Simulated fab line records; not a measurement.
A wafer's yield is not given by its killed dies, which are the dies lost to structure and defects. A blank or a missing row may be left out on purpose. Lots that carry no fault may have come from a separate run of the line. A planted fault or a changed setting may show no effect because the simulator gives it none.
fab line records    flow n5-finfet
[record] lots = 10  wafers = 29  last-day = 17
route steps=1938 shown BEOL_M0_SAQP@632 BEOL_M4@1111 PASSIVATION@1936
lots that met no fault: taken from a fault-free run of the same line
start-h: the number of hours between the record's first day and the start of the first shown wafer of the lot    wait-h: hours from the lot's prior step to this one    " same as the row above    L1.1+2: a single row standing in for several wafers    - no value, or no start was given    * or withheld: withheld    < > ~ a bound
route shown NAME@n: names a module that has steps shown in the file, with the first one's number in the route    usual: the fault-free wafers' mean and standard deviation    same: alike in all rows    chamber/n: place in a boat    sites: readings site by site    _std_site: their standard deviation    _edge_site: outer sites' mean less inner sites'    radius-mm: how far each site lies from the wafer's centre    mask NAME#n: copy n    behind: the tool/chamber that last shaped the wafer    hold: the reason the lot was held/the length of the hold in hours/how it ended    device: whichever transistor did not switch (one of n, p or np)    end of line: tests run on the same wafers once the route is complete    a step given without rows: its recipe and nothing more    killed: dies that structure and defects cost at the first sort, which is not the same as the wafer's yield    map: per-die view of a wafer (x killed, . not killed, _ where there is no die)
set.NAME: the setting as run; set.NAME@STEP: as run at that earlier step    model.NAME: the simulator's own value behind a step, which no gauge read
one table for each step of the route and one row for each wafer, over a sample of lots
services: a tool's chamber out of use, with start hour (start-h, from the record's first day; less than 0 if before it), hours out, and reason
[[steps]]
[step N5_BEOL_M0_SAQP_PECVD_00]
[recipe] material = SiCN  target-thk-a = 80  temp-c = withheld  precursor = 3MS/NH3  pressure-torr = 3  rf-w = 202  time-s = 14
[usual] chamber-pressure-Torr = 3.000/0.0064  showerhead-plenum-p-Torr = 3.663/0.02  throttle-valve-pct = 9.0/0.56
lot.wafer  tool      chamber  start-h  wait-h  chamber-pressure-Torr  showerhead-plenum-p-Torr  throttle-valve-pct
L476.2     pecvd-04  0        112.81   0.2     3.007                  3.649                     9.9
L476.5     "         0        "        "       3.001                  3.646                     10.0
L478.1     pecvd-04  2        120.83   0.2     3.001                  3.648                     8.6
L478.4     "         1        "        "       2.988                  3.689                     8.6
L478.6     "         0        "        "       2.995                  3.656                     10.1
L481.2     pecvd-02  1        136.28   0.2     3.005                  3.665                     8.9
L481.4     "         0        "        "       3.001                  3.671                     9.5
L481.6     "         1        "        "       2.986                  3.660                     9.0
L482.2     pecvd-04  0        141.41   0.2     3.002                  3.653                     9.9
L482.4     "         1        "        "       3.007                  3.694                     9.0
L482.5     "         2        "        "       2.996                  3.648                     8.8
L485.1     pecvd-04  0        159.91   0.2     3.004                  3.648                     10.2
L485.4     "         2        "        "       2.997                  3.644                     8.8
L485.5     "         0        "        "       3.006                  3.658                     10.0
L486.1     pecvd-02  0        169.82   0.2     2.996                  3.670                     9.7
L486.2     "         1        "        "       3.004                  3.654                     8.9
L486.5     "         1        "        "       3.009                  3.669                     9.2
L490.1     pecvd-02  0        190.61   0.2     3.002                  3.667                     9.4
L490.4     "         0        "        "       3.001                  3.667                     9.6
L490.5     "         0        "        "       3.016                  3.672                     9.9
L493.1     pecvd-02  0        206.92   0.2     3.011                  3.665                     9.6
L493.3     "         2        "        "       2.997                  3.624                     8.6
L493.6     "         0        "        "       2.998                  3.663                     9.5
L494.2     pecvd-02  1        211.55   0.2     2.997                  3.662                     8.8
L494.4     "         1        "        "       2.996                  3.646                     9.1
L494.5     "         2        "        "       2.990                  3.631                     8.6
L499.1     pecvd-03  1        245.50   0.2     3.003                  3.676                     8.5
L499.2     "         2        "        "       3.003                  3.669                     8.2
L499.3     "         0        "        "       2.997                  3.677                     8.9
[step N5_BEOL_M0_SAQP_THK_MEAS_05]
[usual] thk-nm = 59.8/0.82
lot.wafer  tool           chamber  start-h  wait-h  thk-nm
L476.2     film-metro-01  -        115.96   0.1     59.4
L476.5     "              -        "        "       60.6
L478.1     film-metro-01  -        121.74   0.1     59.0
L478.4     "              -        "        "       59.2
L478.6     "              -        "        "       58.4
L481.2     film-metro-02  -        137.81   0.1     60.2
L481.4     "              -        "        "       60.7
L481.6     "              -        "        "       60.9
L482.2     film-metro-02  -        141.97   0.1     60.1
L482.4     "              -        "        "       59.9
L482.5     "              -        "        "       60.4
L485.1     film-metro-01  -        161.24   0.1     60.1
L485.4     "              -        "        "       60.6
L485.5     "              -        "        "       60.5
L486.1     film-metro-02  -        170.71   0.1     59.1
L486.2     "              -        "        "       58.5
L486.5     "              -        "        "       59.7
L490.1     film-metro-02  -        192.69   0.1     57.9
L490.4     "              -        "        "       60.3
L490.5     "              -        "        "       58.4
L493.1     film-metro-01  -        208.63   0.1     59.7
L493.3     "              -        "        "       59.1
L493.6     "              -        "        "       59.7
L494.2     film-metro-01  -        212.39   0.1     59.7
L494.4     "              -        "        "       60.1
L494.5     "              -        "        "       60.6
L499.1     film-metro-02  -        247.61   0.1     59.7
L499.2     "              -        "        "       59.2
L499.3     "              -        "        "       59.1
[step N5_BEOL_M0_SAQP_COAT_82]
[recipe] resist = SiARC  temp-c = 220  time-s = 60  spin-rpm = 1500  resist-thk-nm = 30
[usual] dispense-pressure-kPa = 50.8/2.1  heater-power-total-W = 427.5/2  plate-temp-C = 219.98/0.15  resist-line-temp-C = 23.00/0.097  run-length-s = 65.97/0.18
lot.wafer  tool            chamber  start-h  wait-h  dispense-pressure-kPa  heater-power-total-W  plate-temp-C  resist-line-temp-C  run-length-s
L476.2     litho-track-03  0        116.08   -       47.5                   426.3                 220.11        23.07               66.09
L476.5     "               0        "        "       47.4                   427.7                 219.80        23.03               66.11
L478.1     litho-track-04  0        121.85   -       52.9                   425.5                 220.03        22.96               65.69
L478.4     "               0        "        "       52.8                   425.0                 220.08        22.86               65.80
L478.6     "               0        "        "       52.9                   426.2                 220.00        22.93               66.00
L481.2     litho-track-03  0        137.93   -       47.5                   428.4                 219.90        22.97               66.06
L481.4     "               0        "        "       47.5                   429.4                 219.87        23.17               65.96
L481.6     "               0        "        "       47.4                   425.2                 219.86        23.15               65.88
L482.2     litho-track-04  0        142.08   -       52.8                   429.1                 220.11        23.03               65.91
L482.4     "               0        "        "       52.8                   424.6                 220.23        23.05               65.72
L482.5     "               0        "        "       52.8                   428.0                 219.89        23.07               65.70
L485.1     litho-track-03  0        161.36   -       47.5                   427.9                 219.83        22.98               66.03
L485.4     "               0        "        "       47.5                   603.1                 -             23.08               40.55
L485.5     "               0        "        "       47.4                   428.8                 219.76        23.10               65.85
L486.1     litho-track-03  0        170.83   -       47.5                   424.4                 219.74        22.78               65.92
L486.2     "               0        "        "       47.5                   600.2                 -             22.89               40.59
L486.5     "               0        "        "       47.5                   426.1                 219.96        22.99               66.05
L490.1     litho-track-04  0        192.81   -       52.8                   426.0                 220.11        22.86               65.69
L490.4     "               0        "        "       52.8                   424.7                 219.72        23.07               65.77
L490.5     "               0        "        "       52.9                   428.2                 219.85        23.07               65.85
L493.1     litho-track-01  0        208.74   -       51.2                   427.4                 220.03        23.08               65.98
L493.3     "               0        "        "       51.3                   428.3                 219.85        22.93               66.01
L493.6     "               0        "        "       51.2                   424.1                 219.93        23.05               66.16
L494.2     litho-track-04  0        212.50   -       52.9                   424.7                 219.92        22.90               65.73
L494.4     "               0        "        "       52.9                   425.5                 219.98        22.99               65.82
L494.5     "               0        "        "       52.8                   430.0                 220.07        22.81               65.88
L499.1     litho-track-03  0        247.73   -       47.5                   428.6                 219.95        22.99               65.93
L499.2     "               0        "        "       47.5                   427.6                 219.93        23.04               65.91
L499.3     "               0        "        "       47.5                   429.3                 219.75        22.97               66.00
[step N5_BEOL_M0_SAQP_ETCH_84]
[recipe] chemistry = N2/H2  target = SOC  target-depth-a = 1000  overetch-a = 200  mask-material = SiARC  temp-c = 40  time-s = 150  ion-energy-ev = 200  pressure-mtorr = 30  source-w = 840  bias-w = 150  n2-flow-sccm = 200  h2-flow-sccm = 200
[usual] chamber-pressure-mTorr = 29.998/0.029  drypump-motor-current-A = 5.9/0.35  oes-product-au = 0.71/0.068  rf-vpp-V = 523/3  showerhead-plenum-p-Torr = 2.51/0.11  temp-c = 40.00/0.11  throttle-valve-pct = 17.80/0.28
lot.wafer  tool         chamber  start-h  wait-h  chamber-pressure-mTorr  drypump-motor-current-A  oes-product-au  rf-hours-counter-h  rf-vpp-V  showerhead-plenum-p-Torr  temp-c  throttle-valve-pct
L476.2     rie-diel-02  3        116.54   0.0     29.965                  6.2                      0.76            56                  522       2.46                      39.93   17.50
L476.5     "            0        "        "       29.971                  5.3                      0.69            -                   525       2.53                      40.09   17.63
L478.1     rie-diel-05  0        122.39   0.0     30.042                  5.5                      0.80            40                  522       2.47                      39.93   17.30
L478.4     "            2        "        "       29.950                  6.0                      0.69            118                 518       2.36                      39.90   17.57
L478.6     "            1        "        "       29.967                  5.5                      0.64            -                   521       2.42                      39.95   18.31
L481.2     rie-diel-05  3        138.49   0.0     29.983                  6.0                      0.70            138                 527       2.66                      39.99   18.13
L481.4     "            2        "        "       30.040                  6.0                      0.69            123                 518       2.36                      40.11   17.57
L481.6     "            2        "        "       29.976                  6.0                      0.69            -                   518       2.35                      39.82   17.57
L482.2     rie-diel-06  3        143.56   0.0     29.978                  6.5                      0.89            0                   524       2.51                      40.06   17.27
L482.4     "            0        "        "       29.996                  6.3                      0.81            37                  527       2.59                      39.92   17.78
L482.5     "            1        "        "       29.967                  5.8                      0.64            -                   520       2.41                      40.14   18.08
L485.1     rie-diel-05  3        161.77   0.0     29.999                  5.9                      0.70            145                 525       2.65                      39.82   18.14
L485.4     "            1        "        "       30.020                  5.5                      0.63            200                 522       2.41                      40.11   18.33
L485.5     "            3        "        "       30.023                  5.9                      0.69            -                   528       2.65                      40.09   18.14
L486.1     rie-diel-06  2        171.40   0.0     29.999                  5.6                      0.68            148                 528       2.67                      39.95   17.83
L486.2     "            1        "        "       29.985                  5.8                      0.64            213                 518       2.41                      39.87   18.08
L486.5     "            1        "        "       30.022                  5.8                      0.64            -                   521       2.41                      39.89   18.10
L490.1     rie-diel-06  2        193.23   0.0     30.017                  5.6                      0.67            153                 526       2.67                      39.86   17.85
L490.4     "            3        "        "       29.967                  6.4                      0.84            14                  521       2.50                      40.00   17.32
L490.5     "            2        "        "       30.025                  5.6                      0.68            -                   527       2.67                      40.05   17.85
L493.1     rie-diel-02  3        209.42   0.0     30.015                  6.2                      0.74            84                  522       2.45                      39.98   17.54
L493.3     "            2        "        "       29.995                  5.7                      0.75            73                  528       2.70                      40.02   18.00
L493.6     "            3        "        "       30.045                  6.2                      0.74            -                   522       2.45                      40.01   17.55
L494.2     rie-diel-02  0        213.04   0.0     29.985                  5.2                      0.67            164                 523       2.52                      39.86   17.68
L494.4     "            2        "        "       30.008                  5.7                      0.74            74                  527       2.70                      40.12   18.01
L494.5     "            2        "        "       29.988                  5.7                      0.75            -                   528       2.70                      40.14   18.00
L499.1     rie-diel-06  2        248.14   0.0     29.987                  5.6                      0.66            169                 526       2.66                      39.81   17.86
L499.2     "            1        "        "       29.983                  5.8                      0.63            235                 521       2.40                      40.07   18.13
L499.3     "            0        "        "       29.956                  6.3                      0.77            66                  524       2.57                      40.02   17.82
[step N5_BEOL_M4_RC_MEAS_101]
[usual] DIBL_N = 36.2/2  DIBL_P = 36.1/2.4  IOFF_N = 0.16/0.035  IOFF_P = 0.22/0.041  ION_N = 675/14  ION_P = 465/8.6  SS_N = 71.5/0.64  SS_P = 73.2/0.76  VT_N = 250/3.9  VT_P = -249/3.4
lot.wafer  tool       chamber  start-h  wait-h  DIBL_N[mV/V]  DIBL_P[mV/V]  IOFF_N[nA/um]  IOFF_P[nA/um]  ION_N[uA/um]  ION_P[uA/um]  SS_N[mV/dec]  SS_P[mV/dec]  VT_N[mV]  VT_P[mV]
L476.2     prober-02  0        175.05   0.2     38.0          37.1          0.19           0.23           692           470           72.1          73.5          247       -248
L476.5     "          0        "        "       38.1          37.0          0.19           0.22           686           465           71.9          73.8          249       -252
L478.1     prober-01  0        177.80   0.0     36.6          36.9          0.16           0.21           677           460           71.8          72.8          248       -249
L478.4     "          0        "        "       35.3          34.8          0.14           0.18           687           471           70.9          72.4          249       -251
L478.6     "          0        "        "       35.0          34.3          0.13           0.19           670           463           71.4          72.1          249       -249
L482.2     prober-01  0        206.14   0.2     34.8          34.5          0.13           0.20           665           456           71.7          72.6          248       -251
L482.4     "          0        "        "       35.7          36.2          0.16           0.22           680           470           71.5          73.6          248       -246
L482.5     "          0        "        "       35.7          36.0          0.16           0.23           675           476           71.6          72.8          249       -249
L481.2     prober-02  0        209.19   0.2     38.1          38.2          0.18           0.24           681           465           72.1          74.5          247       -249
L481.4     "          0        "        "       38.1          38.2          0.17           0.24           670           457           72.8          73.7          251       -247
L481.6     "          0        "        "       37.6          37.4          0.17           0.23           672           463           72.0          73.8          248       -251
L485.1     prober-02  0        225.18   0.0     38.0          38.3          0.20           0.25           684           474           70.9          73.9          243       -247
L485.4     "          0        "        "       36.3          37.4          0.17           0.24           675           469           70.7          74.4          247       -249
L485.5     "          0        "        "       37.2          37.9          0.18           0.25           673           469           71.1          73.4          245       -247
L486.1     prober-02  0        226.98   0.0     36.6          35.6          0.15           0.20           679           463           71.3          73.9          250       -251
L486.2     "          0        "        "       39.9          38.2          0.20           0.24           688           464           72.2          74.2          248       -248
L486.5     "          0        "        "       39.2          39.2          0.21           0.23           693           468           72.0          74.3          246       -249
L490.1     prober-01  0        262.25   0.0     38.9          38.2          0.21           0.26           693           479           72.0          73.1          242       -246
L490.4     "          0        "        "       39.1          38.8          0.21           0.28           697           473           71.6          74.4          247       -244
L490.5     "          0        "        "       36.9          34.9          0.16           0.22           672           459           71.2          74.1          247       -249
L494.2     prober-01  0        272.26   0.2     37.2          38.9          0.16           0.20           670           458           71.8          73.8          249       -255
L494.4     "          0        "        "       36.1          38.3          0.16           0.20           680           470           71.5          73.7          249       -251
L494.5     "          0        "        "       37.1          38.6          0.17           0.21           685           465           72.0          73.9          251       -250
L493.1     prober-02  0        272.29   0.0     34.9          33.2          0.13           0.18           677           466           70.9          72.7          251       -251
L493.3     "          0        "        "       38.7          37.5          0.19           0.24           674           463           72.2          74.4          248       -247
L493.6     "          0        "        "       40.8          40.7          0.24           0.28           703           472           72.0          74.0          243       -247
L499.1     prober-01  0        314.81   0.0     36.4          36.3          0.15           0.18           654           446           71.6          73.3          257       -255
L499.2     "          0        "        "       36.0          36.5          0.14           0.18           671           454           71.5          73.3          254       -254
L499.3     "          0        "        "       33.9          33.8          0.12           0.16           669           458           70.8          71.7          254       -256
[step N5_PASSIVATION_PROBE_49]
[usual] defect-limited-yield = 91.1/1.4  killed_at_M0_to_M3 = 36/9.9  killed_at_M4_up = 13/5.8  killed-at-contacts = 14/5.9  killed-at-front-end = 39/11  killed-at-other = 3.4/2.9  killed-dies = 105/17  killed-open = 70/13  killed-short = 34/7.3  sort_bin_5_function = 5.3/1  sort_bin_6_memory = 3.3/0.62  sort-n-pass = 1075/17  sort-yield-pct = 91.1/1.4
[same] gross-dies = 1180  killed-at-back-side = 0  sort_bin_4_leakage[%] = 0  sort_bin_8_speed[%] = 0
lot.wafer  tool       chamber  start-h  wait-h  defect-limited-yield[%]  killed_at_M0_to_M3  killed_at_M4_up  killed-at-contacts  killed-at-front-end  killed-at-other  killed-dies  killed-open  killed-short  sort_bin_5_function[%]  sort_bin_6_memory[%]  sort-n-pass  sort-yield-pct[%]
L486.1     prober-02  -        333.56   0.4     93.0                     31                  14               7                   28                   3                83           57           23            4.6                     2.2                   1097         93.0
L486.2     prober-02  -        333.61   0.4     92.8                     28                  17               15                  22                   3                85           55           30            4.2                     2.7                   1095         92.8
L486.5     prober-02  -        333.76   0.6     91.5                     24                  25               14                  37                   0                100          74           25            5.0                     3.1                   1080         91.5
// killed by level:class
L486.1 BEOL_M3:geometric-particle:open=12 BEOL_M4:geometric-particle:open=8 BEOL_M2:geometric-particle:open=8 STI_FIN_REVEAL:geometric-particle:open=7 MOL_CONTACT_COAG:geometric-particle:open=4 BEOL_M0_SAQP:geometric-particle:open=4 GATE_CUT:geometric-particle:short=3 MOL_CONTACT_COAG:geometric-particle:short=3
L486.2 MOL_CONTACT_COAG:geometric-particle:open=13 BEOL_M0_SAQP:geometric-particle:short=11 BEOL_M4:geometric-particle:open=11 BEOL_M0_SAQP:geometric-particle:open=8 GATE_CUT:geometric-particle:short=4 FIN_SAQP:geometric-particle:short=3 GATE_CUT:geometric-particle:open=3 BEOL_M3:geometric-particle:open=3
L486.5 BEOL_M4:geometric-particle:open=12 MOL_CONTACT_COAG:geometric-particle:open=11 BEOL_M2:geometric-particle:open=9 STI_FIN_REVEAL:geometric-particle:open=7 DUMMY_GATE:geometric-particle:open=7 FIN_SAQP:geometric-particle:short=5 BEOL_M1:geometric-particle:open=5 FIN_SAQP:geometric-particle:open=4
[[services]]
tool            chamber  start-h  hours  kind
rie-diel-02     3        92.77    4.0    repair
litho-track-01  -        101.81   -      consumable-replace:filter
pecvd-02        0        113.06   2.1    scheduled-down
rie-diel-06     3        114.49   7.7    repair
pecvd-02        -        116.82   0.8    pm
rie-diel-06     3        122.23   -      clean
rie-diel-06     3        122.23   -      consumable-replace:focus-ring
rie-diel-06     3        122.23   20.7   scheduled-down
rie-diel-06     3        122.23   20.7   vent-cycle
pecvd-02        -        128.98   3.9    repair
rie-diel-05     1        130.42   3.7    repair
litho-track-01  -        137.58   -      consumable-replace:filter
pecvd-03        1        137.83   5.5    scheduled-down
pecvd-03        0        143.29   5.5    scheduled-down
litho-track-04  -        152.79   -      consumable-replace:filter
pecvd-02        0        157.82   5.5    scheduled-down
pecvd-03        -        168.28   1.8    repair
rie-diel-02     3        192.97   4.2    repair
pecvd-04        -        205.06   9.1    repair
pecvd-02        1        221.97   20.4   repair
rie-diel-02     2        230.43   75.0   repair
[[key]]
[first-sign] step = N5_BEOL_M0_SAQP_COAT_82  reading = run-length-s  direction = down  sigmas = 99+  usual = *  struck = *
[effect] step = N5_BEOL_M0_SAQP_COAT_82  reading = heater-power-total-W  direction = up  sigmas = 85  usual = *  struck = *
met-at N5_BEOL_M0_SAQP_COAT_82
struck-lots L485,L486
struck-wafers L485.4,L486.2
not-acting-at N5_BEOL_M0_SAQP_PECVD_00,N5_BEOL_M0_SAQP_THK_MEAS_05,N5_BEOL_M0_SAQP_ETCH_84
onset-between 137.93 161.36
[fault] kind = process-parameter-drift  tool = litho-track-03  chamber = -  onset-h = 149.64  steps = N5_BEOL_M0_SAQP_COAT_82  channel = time-s  offset = *  shape = step  end-h = 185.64  scope = struck-wafers-only  acts-in = *  stated = *
